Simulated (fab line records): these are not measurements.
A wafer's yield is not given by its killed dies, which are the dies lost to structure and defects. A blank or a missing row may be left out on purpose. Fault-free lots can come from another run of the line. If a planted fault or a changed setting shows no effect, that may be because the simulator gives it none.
Matching of chambers || flow nand harc || NHARC_A_CONTACT_ETCH_75 on rie diel-02: 4 sister chambers
The step etches the open film in CF4, target depth 39 nm, time 65 s. 7 wafers are shown with their chamber, then 7 later ones without.

## WAFERS, EACH WITH ITS CHAMBER
{"wafer": "L484.5", "chamber": 1, "drypump motor current A (A)": 6.2, "showerhead plenum p Torr (Torr)": 1.86}
{"wafer": "L486.2", "chamber": 1, "drypump motor current A (A)": 6.3, "showerhead plenum p Torr (Torr)": 1.85}
{"wafer": "L495.1", "chamber": 3, "drypump motor current A (A)": 6.1, "showerhead plenum p Torr (Torr)": 1.71}
{"wafer": "L495.2", "chamber": 0, "drypump motor current A (A)": 5.8, "showerhead plenum p Torr (Torr)": 1.66}
{"wafer": "L495.6", "chamber": 3, "drypump motor current A (A)": 6.1, "showerhead plenum p Torr (Torr)": 1.71}
{"wafer": "L494.2", "chamber": 0, "drypump motor current A (A)": 5.8, "showerhead plenum p Torr (Torr)": 1.66}
{"wafer": "L494.3", "chamber": 2, "drypump motor current A (A)": 5.1, "showerhead plenum p Torr (Torr)": 1.76}

## WAFERS WHOSE CHAMBER IS MISSING
{"wafer": "L494.6", "drypump motor current A (A)": 5.8, "showerhead plenum p Torr (Torr)": 1.66}
{"wafer": "L505.3", "drypump motor current A (A)": 6.2, "showerhead plenum p Torr (Torr)": 1.85}
{"wafer": "L505.4", "drypump motor current A (A)": 6.1, "showerhead plenum p Torr (Torr)": 1.71}
{"wafer": "L505.6", "drypump motor current A (A)": 6.2, "showerhead plenum p Torr (Torr)": 1.85}
{"wafer": "L507.1", "drypump motor current A (A)": 6.1, "showerhead plenum p Torr (Torr)": 1.71}
{"wafer": "L507.2", "drypump motor current A (A)": 6.3, "showerhead plenum p Torr (Torr)": 1.84}
{"wafer": "L507.6", "drypump motor current A (A)": 6.1, "showerhead plenum p Torr (Torr)": 1.71}

## THE CHAMBER EACH PASSED THROUGH
{"wafer": "L494.6", "from the rows above": 0, "in truth": 0}
{"wafer": "L505.3", "from the rows above": 1, "in truth": 1}
{"wafer": "L505.4", "from the rows above": 3, "in truth": 3}
{"wafer": "L505.6", "from the rows above": 1, "in truth": 1}
{"wafer": "L507.1", "from the rows above": 3, "in truth": 3}
{"wafer": "L507.2", "from the rows above": 1, "in truth": 1}
{"wafer": "L507.6", "from the rows above": 3, "in truth": 3}
Correctly placed: 7 of 7. From these rows, 0 cannot be placed. Wrongly placed: 0.
How it was worked out, from the rows above alone: a wafer's distance from a chamber is the root of the sum, over the readings, of the square of ((its reading less the chamber's mean) divided by the reading's scatter). If the next closest chamber is less than 2 further off than the closest, the wafer can't be placed; otherwise it belongs to the closest. For every chamber, the mean is computed from those of its wafers that are shown. How the scatter is found: for the shown wafers, subtract from each reading the mean of its chamber, square and add these, divide the total by (wafers less chambers), then take the root.
